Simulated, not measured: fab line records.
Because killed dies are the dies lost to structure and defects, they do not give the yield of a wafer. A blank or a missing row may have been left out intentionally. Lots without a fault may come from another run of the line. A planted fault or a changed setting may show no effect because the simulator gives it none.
fab line records | flow n5-finfet
record lots=10 | wafers=28 | last-day=17
route steps=1938 shown BEOL_M1@773 BEOL_M4@1111 PASSIVATION@1936
lots with no fault: from the same line, run without faults
start-h: hours from the record's opening day to when the first of the lot's shown wafers began | wait-h: how many hours have passed since the lot's step before this one | " the same as in the row above | L1.1+2: a single row standing in for several wafers | - either no value or no given start | * or withheld: withheld | < > ~ a bound
route shown NAME@n: NAME is a module with steps in the file, n the number in the route of the first one | usual: mean and standard deviation over wafers with no fault | same: alike in all rows | chamber/n: place in a boat | sites: readings site by site | _std_site: the standard deviation of these | _edge_site: outer sites' mean less inner sites' | radius-mm: how far each site lies from the wafer's centre | mask NAME#n: copy n | behind: the most recent tool/chamber to have shaped the wafer | hold: the reason the lot was held/the length of the hold in hours/how it ended | device: the transistor (n, p or np) that didn't switch | end of line: at the end of the route, the tests of the same wafers | where a step has no rows: the recipe by itself | killed: dies that structure and defects cost at the first sort, which is not the same as the wafer's yield | map: per-die view of a wafer (x killed, . not killed, _ where there is no die)
set.NAME: the run value of the setting; set.NAME@STEP: its run value at that earlier step | model.NAME: the simulator's own value behind a step, which no gauge read
the route's steps for a sample of lots (tables are steps, rows are wafers)
services: when a tool's chamber went out of use (start-h, in hours from the record's first day, below 0 if earlier), for how many hours, and the reason
## steps
# step N5_BEOL_M1_STRIP_66
# recipe chemistry=CF4 | resist=SiARC | power-w=300 | bias-power-w=75 | pressure-mtorr=50 | cf4-flow-sccm=150 | rf-frequency-hz=6e+07
# usual drypump-motor-current-A=5.9/0.47 | oes-product-au=0.76/0.076 | rf-vpp-V=271.8/1.3 | showerhead-plenum-p-Torr=1.83/0.049 | throttle-valve-pct=13.55/0.19
lot.wafer | tool        | chamber | start-h | wait-h | drypump-motor-current-A | oes-product-au | rf-hours-counter-h | rf-vpp-V | showerhead-plenum-p-Torr | throttle-valve-pct
L947.1    | rie-diel-03 | 0       | 125.31  | 0.0    | 6.8                     | 0.78           | 104                | 272.7    | 1.82                     | 13.55
L947.6    | "           | 1       | "       | "      | 6.0                     | 0.74           | -                  | 272.8    | 1.88                     | 13.73
L949.2    | rie-diel-02 | 1       | 131.73  | 0.0    | 5.8                     | 0.76           | 139                | 269.9    | 1.79                     | 13.28
L949.3    | "           | 0       | "       | "      | 5.1                     | 0.70           | 211                | 272.9    | 1.84                     | 13.66
L949.4    | "           | 2       | "       | "      | 6.5                     | 0.73           | 189                | 269.0    | 1.77                     | 13.67
L953.2    | rie-diel-02 | 0       | 154.42  | 0.0    | 5.0                     | 0.70           | 219                | 271.5    | 1.84                     | 13.69
L953.3    | "           | 1       | "       | "      | 5.7                     | 0.76           | 147                | 271.1    | 1.78                     | 13.30
L953.6    | "           | 2       | "       | "      | 6.5                     | 0.72           | -                  | 271.2    | 1.77                     | 13.69
L954.2    | rie-diel-02 | 2       | 166.88  | 0.0    | 6.4                     | 0.72           | 201                | 270.2    | 1.76                     | 13.70
L954.3    | "           | 0       | "       | "      | 5.1                     | 0.70           | 224                | 272.0    | 1.84                     | 13.69
L954.4    | "           | 1       | "       | "      | 5.8                     | 0.74           | -                  | 270.8    | 1.78                     | 13.30
L955.1    | rie-diel-01 | 1       | 167.43  | 0.0    | 5.9                     | 0.86           | 43                 | 272.6    | 1.91                     | 13.43
L955.4    | "           | 2       | "       | "      | 5.7                     | 0.72           | 191                | 272.3    | 1.84                     | 13.32
L955.5    | "           | 3       | "       | "      | 6.3                     | 0.72           | -                  | 270.6    | 1.81                     | 13.72
L960.2    | rie-diel-02 | 0       | 208.81  | 0.0    | 5.1                     | 0.69           | 235                | 269.6    | 1.84                     | 13.71
L960.4    | "           | 2       | "       | "      | 6.4                     | 0.71           | 214                | 271.1    | 1.76                     | 13.73
L960.5    | "           | 3       | "       | "      | 5.6                     | 0.94           | -                  | 273.9    | 1.90                     | 13.15
L964.4    | rie-diel-02 | 3       | 223.78  | 0.0    | 5.6                     | 0.92           | 15                 | 273.8    | 1.90                     | 13.20
L964.5    | "           | 2       | "       | "      | 6.5                     | 0.71           | -                  | 270.2    | 1.76                     | 13.75
L968.1    | rie-diel-01 | 0       | 249.52  | 0.0    | 5.8                     | 0.86           | 42                 | 272.3    | 1.84                     | 13.60
L968.4    | "           | 1       | "       | "      | 5.9                     | 0.82           | 68                 | 273.0    | 1.90                     | 13.50
L968.6    | "           | 1       | "       | "      | 5.9                     | 0.83           | -                  | 274.3    | 1.90                     | 13.48
L969.3    | rie-diel-03 | 0       | 261.34  | 0.0    | 6.7                     | 0.74           | 143                | 272.5    | 1.81                     | 13.64
L969.5    | "           | 3       | "       | "      | 5.9                     | 0.69           | -                  | 272.4    | 1.84                     | 13.81
L969.6    | "           | 0       | "       | "      | 6.8                     | 0.74           | -                  | 271.2    | 1.81                     | 13.63
L970.1    | rie-diel-03 | 1       | 264.62  | 0.0    | 6.1                     | 0.71           | 195                | 272.0    | 1.86                     | 13.82
L970.2    | "           | 0       | "       | "      | 6.8                     | 0.74           | 145                | 271.0    | 1.81                     | 13.64
L970.5    | "           | 2       | "       | "      | 4.9                     | 0.84           | -                  | 268.9    | 1.76                     | 13.40
# step N5_BEOL_M1_OVL_MEAS_29
# recipe points-per-wafer=522
# usual V0_OVL=0.2/0.62
# same points-per-wafer=522
lot.wafer | tool       | chamber | start-h | wait-h | V0_OVL[nm]
L947.1    | overlay-02 | 0       | 126.00  | 0.0    | 0.9
L947.6    | "          | 0       | "       | "      | -0.6
L949.2    | overlay-02 | 0       | 132.31  | 0.0    | -0.3
L949.3    | "          | 0       | "       | "      | -0.4
L949.4    | "          | 0       | "       | "      | -0.2
L953.2    | overlay-01 | 0       | 155.14  | 0.0    | 1.5
L953.3    | "          | 0       | "       | "      | -0.1
L953.6    | "          | 0       | "       | "      | -0.2
L954.2    | overlay-02 | 0       | 167.72  | 0.0    | 0.4
L954.3    | "          | 0       | "       | "      | 0.3
L954.4    | "          | 0       | "       | "      | -0.2
L955.1    | overlay-02 | 0       | 168.14  | 0.0    | -1.6
L955.4    | "          | 0       | "       | "      | -0.5
L955.5    | "          | 0       | "       | "      | -1.1
L960.2    | overlay-02 | 0       | 209.44  | 0.0    | 0.0
L960.4    | "          | 0       | "       | "      | 0.0
L960.5    | "          | 0       | "       | "      | -0.4
L964.4    | overlay-02 | 0       | 224.52  | 0.0    | -0.3
L964.5    | "          | 0       | "       | "      | -0.4
L968.1    | overlay-02 | 0       | 250.35  | 0.0    | 0.8
L968.4    | "          | 0       | "       | "      | 0.2
L968.6    | "          | 0       | "       | "      | 0.0
L969.3    | overlay-01 | 0       | 262.06  | 0.0    | 1.2
L969.5    | "          | 0       | "       | "      | 0.9
L969.6    | "          | 0       | "       | "      | 0.4
L970.1    | overlay-01 | 0       | 265.46  | 0.0    | 0.1
L970.2    | "          | 0       | "       | "      | 0.0
L970.5    | "          | 0       | "       | "      | -0.3
# step N5_BEOL_M1_ALD_98
# recipe material=SiO2 | target-thk-a=25 | temp-c=100 | ald-precursor-family=BDEAS | ald-co-reactant=O2-plasma | pulse-time-s=1 | co-reactant-pulse-time-s=1 | purge-time-s=2 | co-reactant-purge-time-s=2 | ald-cycles=17 | pressure-torr=2
# usual heater-power-w=80/7.3 | precursor-pulse-height-rel=1.002/0.019
# same ald-cycles=17
lot.wafer | tool       | chamber | start-h | wait-h | heater-power-w | precursor-pulse-height-rel
L947.1    | ald-sin-01 | 0       | 126.24  | 0.1    | 84             | 0.970
L947.6    | "          | 1       | "       | "      | 80             | 1.035
L949.2    | ald-sin-04 | 2       | 132.53  | 0.1    | 71             | 1.030
L949.3    | "          | 0       | "       | "      | 87             | 0.976
L949.4    | "          | 3       | "       | "      | 79             | 0.991
L953.2    | ald-sin-02 | 0       | 155.73  | 0.4    | 97             | 0.999
L953.3    | "          | 2       | "       | "      | 80             | 1.039
L953.6    | "          | 1       | "       | "      | 80             | 1.016
L954.2    | ald-sin-02 | 3       | 168.06  | 0.1    | 75             | 1.005
L954.3    | "          | 2       | "       | "      | 80             | 0.952
L954.4    | "          | 1       | "       | "      | 80             | 0.986
L955.1    | ald-sin-02 | 0       | 168.39  | 0.1    | 97             | 0.993
L955.4    | "          | 2       | "       | "      | 81             | 0.989
L955.5    | "          | 3       | "       | "      | 75             | 0.972
L960.2    | ald-sin-02 | 1       | 209.67  | 0.1    | 80             | 1.029
L960.4    | "          | 2       | "       | "      | 80             | 1.005
L960.5    | "          | 1       | "       | "      | 79             | 1.025
L964.4    | ald-sin-02 | 0       | 225.08  | 0.1    | 98             | 0.981
L964.5    | "          | 3       | "       | "      | 77             | 0.992
L968.1    | ald-sin-04 | 1       | 250.58  | 0.1    | 70             | 1.022
L968.4    | "          | 2       | "       | "      | 71             | 1.021
L968.6    | "          | 2       | "       | "      | 71             | 0.976
L969.3    | ald-sin-04 | 3       | 262.27  | 0.1    | 75             | 1.017
L969.5    | "          | 3       | "       | "      | 78             | 1.000
L969.6    | "          | 0       | "       | "      | 87             | 0.984
L970.1    | ald-sin-01 | 2       | 265.68  | 0.1    | 70             | 1.004
L970.2    | "          | 0       | "       | "      | 85             | 0.983
L970.5    | "          | 2       | "       | "      | 71             | 1.016
# step N5_BEOL_M1_ETCHBACK_99
# recipe chemistry=CHF3 | target=SiO2 | target-depth-a=50 | time-s=10.4 | source-w=215 | bias-w=47 | Ar_flow_sccm=200 | CHF3_flow_sccm=12 | ion-energy-ev=100 | pressure-mtorr=30
# usual drypump-motor-current-A=5.8/0.51 | oes-product-au=0.77/0.084 | rf-vpp-V=239/6 | showerhead-plenum-p-Torr=2.19/0.059 | throttle-valve-pct=17.04/0.18
lot.wafer | tool        | chamber | start-h | wait-h | drypump-motor-current-A | oes-product-au | rf-hours-counter-h | rf-vpp-V | showerhead-plenum-p-Torr | throttle-valve-pct
L947.1    | rie-diel-02 | 3       | 130.35  | 4.1    | 5.6                     | 0.71           | 244                | 236      | 2.04                     | 17.16
L947.6    | "           | 0       | "       | "      | 5.0                     | 0.71           | -                  | 235      | 2.22                     | 17.12
L949.2    | rie-diel-02 | 1       | 136.13  | 3.6    | 5.8                     | 0.78           | 141                | 239      | 2.15                     | 16.76
L949.3    | "           | 0       | "       | "      | 5.1                     | 0.71           | 213                | 236      | 2.22                     | 17.14
L949.4    | "           | 3       | "       | "      | 5.6                     | 0.71           | 245                | 236      | 2.04                     | 17.15
L953.2    | rie-diel-01 | 2       | 156.45  | 0.7    | 5.7                     | 0.73           | 189                | 254      | 2.23                     | 16.79
L953.3    | "           | 0       | "       | "      | 5.8                     | 0.93           | 17                 | 241      | 2.20                     | 17.01
L953.6    | "           | 3       | "       | "      | 6.3                     | 0.74           | -                  | 240      | 2.13                     | 17.03
L954.2    | rie-diel-03 | 0       | 170.50  | 2.4    | 6.8                     | 0.76           | 117                | 238      | 2.18                     | 17.17
L954.3    | "           | 1       | "       | "      | 6.1                     | 0.73           | 167                | 237      | 2.26                     | 17.30
L954.4    | "           | 2       | "       | "      | 4.9                     | 0.91           | 9                  | 239      | 2.13                     | 16.89
L955.1    | rie-diel-02 | 3       | 173.55  | 5.1    | 5.6                     | 1.01           | 1                  | 233      | 2.31                     | 16.75
L955.4    | "           | 0       | "       | "      | 5.1                     | 0.70           | 225                | 236      | 2.21                     | 17.17
L955.5    | "           | 2       | "       | "      | 6.5                     | 0.71           | -                  | 230      | 2.13                     | 17.25
L960.2    | rie-diel-02 | 2       | 213.22  | 3.5    | 6.4                     | 0.71           | 215                | 233      | 2.13                     | 17.26
L960.4    | "           | 0       | "       | "      | 5.1                     | 0.69           | 237                | 236      | 2.21                     | 17.18
L960.5    | "           | 3       | "       | "      | 5.6                     | 0.95           | -                  | 233      | 2.30                     | 16.77
L964.4    | rie-diel-02 | 3       | 225.19  | 0.1    | 5.6                     | 1.22           | 16                 | 233      | 2.30                     | 16.78
L964.5    | "           | 2       | "       | "      | 6.4                     | 0.71           | -                  | 231      | 2.13                     | 17.27
L968.1    | rie-diel-01 | 1       | 259.26  | 8.6    | 5.9                     | 0.84           | 70                 | 247      | 2.27                     | 16.94
L968.4    | "           | 2       | "       | "      | 5.7                     | 0.70           | 220                | 253      | 2.22                     | 16.85
L968.6    | "           | 1       | "       | "      | 5.9                     | 0.84           | -                  | 248      | 2.27                     | 16.94
L969.3    | rie-diel-01 | 1       | 262.74  | 0.4    | 5.9                     | 0.84           | 71                 | 245      | 2.27                     | 16.96
L969.5    | "           | 2       | "       | "      | 5.7                     | 0.70           | -                  | 254      | 2.22                     | 16.84
L969.6    | "           | 3       | "       | "      | 6.3                     | 0.72           | -                  | 241      | 2.12                     | 17.08
L970.1    | rie-diel-03 | 3       | 266.55  | 0.8    | 5.9                     | 0.70           | 204                | 250      | 2.20                     | 17.20
L970.2    | "           | 2       | "       | "      | 4.9                     | 0.84           | 39                 | 238      | 2.12                     | 16.94
L970.5    | "           | 0       | "       | "      | 6.7                     | 0.74           | -                  | 236      | 2.17                     | 17.21
# step N5_BEOL_M4_RC_MEAS_101
# usual DIBL_N=36.2/1.7 | DIBL_P=36.6/1.9 | IOFF_N=0.16/0.032 | IOFF_P=0.21/0.037 | ION_N=675/12 | ION_P=460/8.1 | SS_N=71.4/0.58 | SS_P=73.4/0.64 | VT_N=249/3.2 | VT_P=-252/3.4
lot.wafer | tool      | chamber | start-h | wait-h | DIBL_N[mV/V] | DIBL_P[mV/V] | IOFF_N[nA/um] | IOFF_P[nA/um] | ION_N[uA/um] | ION_P[uA/um] | SS_N[mV/dec] | SS_P[mV/dec] | VT_N[mV] | VT_P[mV]
L947.1    | prober-02 | 0       | 166.74  | 0.0    | 39.2         | 38.4         | 0.20          | 0.22          | 673          | 452          | 72.1         | 73.8         | 246      | -252
L947.6    | "         | 0       | "       | "      | 36.3         | 35.2         | 0.15          | 0.18          | 674          | 459          | 70.1         | 73.3         | 248      | -252
L949.2    | prober-01 | 0       | 178.44  | 0.2    | 38.3         | 38.3         | 0.19          | 0.26          | 684          | 460          | 71.3         | 74.0         | 246      | -247
L949.3    | "         | 0       | "       | "      | 40.0         | 40.5         | 0.24          | 0.31          | 685          | 469          | 72.7         | 74.1         | 244      | -242
L949.4    | "         | 0       | "       | "      | 36.8         | 37.0         | 0.18          | 0.24          | 685          | 466          | 71.6         | 73.1         | 247      | -246
L953.2    | prober-02 | 0       | 200.25  | 0.2    | 35.1         | 35.8         | 0.15          | 0.20          | 688          | 470          | 71.5         | 73.1         | 249      | -250
L953.3    | "         | 0       | "       | "      | 34.4         | 34.5         | 0.14          | 0.19          | 674          | 460          | 71.0         | 72.3         | 246      | -252
L953.6    | "         | 0       | "       | "      | 36.1         | 37.2         | 0.18          | 0.23          | 681          | 468          | 71.5         | 73.6         | 246      | -248
L955.1    | prober-01 | 0       | 203.10  | 0.0    | 39.4         | 39.6         | 0.27          | 0.30          | 700          | 471          | 72.8         | 74.4         | 242      | -245
L955.4    | "         | 0       | "       | "      | 39.1         | 39.7         | 0.25          | 0.30          | 697          | 473          | 71.7         | 74.9         | 241      | -244
L955.5    | "         | 0       | "       | "      | 38.0         | 38.2         | 0.23          | 0.27          | 697          | 471          | 71.8         | 73.8         | 242      | -250
L954.2    | prober-02 | 0       | 203.56  | 0.2    | 36.8         | 38.0         | 0.17          | 0.21          | 669          | 454          | 72.3         | 73.7         | 248      | -254
L954.3    | "         | 0       | "       | "      | 35.1         | 37.1         | 0.14          | 0.18          | 669          | 451          | 71.1         | 72.7         | 251      | -251
L954.4    | "         | 0       | "       | "      | 36.4         | 37.7         | 0.16          | 0.20          | 672          | 450          | 71.1         | 73.2         | 246      | -253
L960.2    | prober-02 | 0       | 245.13  | 0.2    | 36.2         | 37.0         | 0.16          | 0.20          | 672          | 453          | 71.1         | 73.1         | 247      | -253
L960.4    | "         | 0       | "       | "      | 33.7         | 33.3         | 0.12          | 0.15          | 665          | 450          | 71.1         | 72.2         | 252      | -254
L960.5    | "         | 0       | "       | "      | 36.9         | 37.8         | 0.18          | 0.22          | 673          | 460          | 71.8         | 73.6         | 248      | -251
L964.4    | prober-02 | 0       | 264.24  | 0.5    | 35.6         | 35.9         | 0.15          | 0.17          | 657          | 450          | 71.7         | 73.1         | 248      | -254
L964.5    | "         | 0       | "       | "      | 34.8         | 34.4         | 0.13          | 0.16          | 667          | 454          | 71.3         | 72.4         | 251      | -255
L968.1    | prober-02 | 0       | 290.30  | 0.0    | 36.0         | 35.2         | 0.16          | 0.22          | 677          | 469          | 70.8         | 73.1         | 249      | -249
L968.4    | "         | 0       | "       | "      | 37.7         | 37.2         | 0.18          | 0.24          | 697          | 471          | 71.9         | 73.8         | 247      | -246
L968.6    | "         | 0       | "       | "      | 37.8         | 37.0         | 0.19          | 0.25          | 692          | 472          | 71.6         | 73.7         | 248      | -247
L969.3    | prober-01 | 0       | 295.63  | 0.3    | 38.3         | 39.7         | 0.20          | 0.26          | 692          | 470          | 71.9         | 74.3         | 247      | -247
L969.5    | "         | 0       | "       | "      | 37.1         | 37.1         | 0.18          | 0.22          | 682          | 466          | 71.8         | 74.0         | 248      | -251
L969.6    | "         | 0       | "       | "      | 36.5         | 36.0         | 0.17          | 0.21          | 682          | 466          | 71.2         | 73.5         | 248      | -250
L970.1    | prober-02 | 0       | 296.75  | 0.0    | 37.0         | 35.9         | 0.16          | 0.21          | 680          | 465          | 71.2         | 72.9         | 249      | -253
L970.2    | "         | 0       | "       | "      | 35.7         | 34.2         | 0.13          | 0.19          | 666          | 460          | 69.8         | 72.2         | 254      | -250
L970.5    | "         | 0       | "       | "      | 37.2         | 37.3         | 0.17          | 0.23          | 684          | 469          | 71.0         | 73.9         | 249      | -247
# step N5_PASSIVATION_PROBE_49
# usual defect-limited-yield=91.3/1.5 | killed_at_M0_to_M3=35/10 | killed_at_M4_up=12/4.6 | killed-at-contacts=13/6.6 | killed-at-front-end=39/11 | killed-at-other=4/3.4 | killed-dies=103/17 | killed-on-rim=14/4.1 | killed-open=67/13 | killed-short=35/8.2 | sort_bin_5_function=5.1/0.94 | sort_bin_6_memory=3.2/0.7 | sort-n-pass=1077/17 | sort-yield-pct=91.3/1.5
# same gross-dies=1180 | killed-at-back-side=0 | sort_bin_4_leakage[%]=0 | sort_bin_8_speed[%]=0
lot.wafer | tool      | chamber | start-h | wait-h | defect-limited-yield[%] | killed_at_M0_to_M3 | killed_at_M4_up | killed-at-contacts | killed-at-front-end | killed-at-other | killed-dies | killed-on-rim | killed-open | killed-short | sort_bin_5_function[%] | sort_bin_6_memory[%] | sort-n-pass | sort-yield-pct[%]
L949.2    | prober-01 | -       | 281.68  | 0.1    | 93.4                    | 24                 | 15              | 6                  | 33                  | 0               | 78          | 6             | 45          | 33           | 3.2                    | 3.0                  | 1102        | 93.4
L949.3    | prober-01 | -       | 281.73  | 0.1    | 91.0                    | 36                 | 14              | 21                 | 33                  | 2               | 106         | 19            | 68          | 37           | 5.3                    | 3.2                  | 1074        | 91.0
L949.4    | prober-01 | -       | 281.78  | 0.2    | 93.1                    | 34                 | 5               | 5                  | 35                  | 2               | 81          | 9             | 59          | 20           | 4.3                    | 2.3                  | 1099        | 93.1
L960.2    | prober-01 | -       | 343.01  | 0.1    | 92.5                    | 22                 | 17              | 5                  | 41                  | 4               | 89          | 9             | 64          | 24           | 4.8                    | 2.3                  | 1091        | 92.5
L960.5    | prober-01 | -       | 343.16  | 0.2    | 91.5                    | 26                 | 9               | 13                 | 49                  | 3               | 100         | 13            | 60          | 36           | 4.7                    | 3.1                  | 1080        | 91.5
L969.3    | prober-02 | -       | 397.45  | 0.1    | 91.4                    | 36                 | 20              | 9                  | 30                  | 6               | 101         | 13            | 65          | 33           | 5.2                    | 3.1                  | 1079        | 91.4
L969.5    | prober-02 | -       | 397.55  | 0.2    | 90.8                    | 36                 | 14              | 14                 | 42                  | 3               | 109         | 10            | 65          | 44           | 5.5                    | 3.4                  | 1071        | 90.8
L969.6    | prober-02 | -       | 397.60  | 0.3    | 88.9                    | 38                 | 15              | 22                 | 43                  | 13              | 131         | 23            | 85          | 43           | 6.9                    | 3.9                  | 1049        | 88.9
# killed by level:class
L949.2 BEOL_M2:geometric-particle:open=11 BEOL_M0_SAQP:geometric-particle:short=9 DUMMY_GATE:geometric-particle:open=7 FIN_SAQP:geometric-particle:short=5 GATE_CUT:geometric-particle:short=5 BEOL_M4:geometric-particle:open=5 BEOL_M5:geometric-particle:open=5 STI_FIN_REVEAL:geometric-particle:open=4
L949.3 MOL_CONTACT_COAG:geometric-particle:open=14 STI_FIN_REVEAL:geometric-particle:open=11 BEOL_M0_SAQP:geometric-particle:short=11 BEOL_M0_SAQP:geometric-particle:open=9 BEOL_M4:geometric-particle:open=8 MOL_CONTACT_COAG:geometric-particle:short=7 BEOL_M1:geometric-particle:open=6 BEOL_M3:geometric-particle:open=4
L949.4 STI_FIN_REVEAL:geometric-particle:open=13 BEOL_M0_SAQP:geometric-particle:short=7 BEOL_M0_SAQP:geometric-particle:open=6 BEOL_M3:geometric-particle:open=6 FIN_SAQP:geometric-particle:open=5 MOL_CONTACT_COAG:geometric-particle:open=5 BEOL_M1:geometric-particle:open=4 BEOL_M2:geometric-particle:open=4
L960.2 FIN_SAQP:geometric-particle:open=13 STI_FIN_REVEAL:geometric-particle:open=7 BEOL_M3:geometric-particle:open=7 BEOL_M2:geometric-particle:open=6 BEOL_M4:geometric-particle:open=6 FIN_SAQP:geometric-particle:short=5 DUMMY_GATE:geometric-particle:open=4 BEOL_M1:geometric-particle:open=4
L960.5 FIN_SAQP:geometric-particle:open=14 MOL_CONTACT_COAG:geometric-particle:open=9 BEOL_M0_SAQP:geometric-particle:short=6 BEOL_M2:geometric-particle:open=6 FIN_SAQP:geometric-particle:short=5 BEOL_M0_SAQP:geometric-particle:open=5 STARTING-WAFER:geometric-particle:short=5 STI_FIN_REVEAL:geometric-particle:open=4
L969.3 BEOL_M2:geometric-particle:open=15 GATE_CUT:geometric-particle:short=7 MOL_CONTACT_COAG:geometric-particle:open=7 FIN_SAQP:geometric-particle:open=6 DUMMY_GATE:geometric-particle:open=6 BEOL_M0_SAQP:geometric-particle:open=6 BEOL_M0_SAQP:geometric-particle:short=5 BEOL_M8:geometric-particle:open=5
L969.5 GATE_CUT:geometric-particle:short=12 BEOL_M4:geometric-particle:open=12 MOL_CONTACT_COAG:geometric-particle:open=9 BEOL_M0_SAQP:geometric-particle:short=9 DUMMY_GATE:geometric-particle:open=7 BEOL_M0_SAQP:geometric-particle:open=6 BEOL_M2:geometric-particle:open=6 MOL_CONTACT_COAG:geometric-particle:short=5
L969.6 MOL_CONTACT_COAG:geometric-particle:open=15 FIN_SAQP:geometric-particle:open=12 BEOL_M0_SAQP:geometric-particle:open=11 GATE_CUT:geometric-particle:short=8 BEOL_M0_SAQP:geometric-particle:short=8 MOL_CONTACT_COAG:geometric-particle:short=7 BEOL_M1:geometric-particle:open=7 DUMMY_GATE:geometric-particle:open=6
## services
tool        | chamber | start-h | hours | kind
rie-diel-02 | -       | 105.28  | 14.6  | pm
rie-diel-03 | 2       | 116.00  | -     | clean
rie-diel-03 | 2       | 116.00  | -     | consumable-replace:focus-ring
rie-diel-03 | 2       | 116.00  | 23.7  | scheduled-down
rie-diel-03 | 2       | 116.00  | 23.7  | vent-cycle
ald-sin-04  | 2       | 140.28  | 5.4   | repair
rie-diel-02 | 3       | 147.89  | -     | clean
rie-diel-02 | 3       | 147.89  | -     | consumable-replace:esc
rie-diel-02 | 3       | 147.89  | -     | consumable-replace:focus-ring
rie-diel-02 | 3       | 147.89  | -     | consumable-replace:showerhead
rie-diel-02 | 3       | 147.89  | 19.6  | scheduled-down
rie-diel-02 | 3       | 147.89  | 19.6  | vent-cycle
rie-diel-03 | -       | 172.67  | 0.3   | repair
ald-sin-02  | -       | 176.75  | 14.0  | pm
ald-sin-02  | 0       | 176.75  | 14.0  | vent-cycle
ald-sin-02  | 1       | 176.75  | 14.0  | vent-cycle
ald-sin-02  | 2       | 176.75  | 14.0  | vent-cycle
rie-diel-03 | 1       | 193.13  | 8.5   | repair
rie-diel-03 | -       | 236.51  | 0.3   | repair
rie-diel-02 | 2       | 244.08  | 21.0  | repair
ald-sin-02  | -       | 244.47  | 14.6  | pm
rie-diel-03 | 0       | 253.64  | 2.0   | repair
rie-diel-02 | 0       | 254.95  | 14.4  | repair
ald-sin-01  | 3       | 258.02  | 12.1  | repair
## key
first-sign step=N5_BEOL_M1_ETCHBACK_99 | reading=oes-product-au | direction=up | sigmas=5.4 | usual=0.77 | struck=1.22
effect none on later readings
met-at N5_BEOL_M1_ETCHBACK_99
struck-lots L964
struck-wafers L964.4
not-acting-at N5_BEOL_M1_STRIP_66,N5_BEOL_M1_OVL_MEAS_29,N5_BEOL_M1_ALD_98
onset-between 213.22 225.19
fault kind=process-parameter-drift | tool=rie-diel-02 | chamber=- | onset-h=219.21 | steps=N5_BEOL_M1_ETCHBACK_99 | channel=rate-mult | offset=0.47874 | shape=step | end-h=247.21 | scope=struck-wafers-only
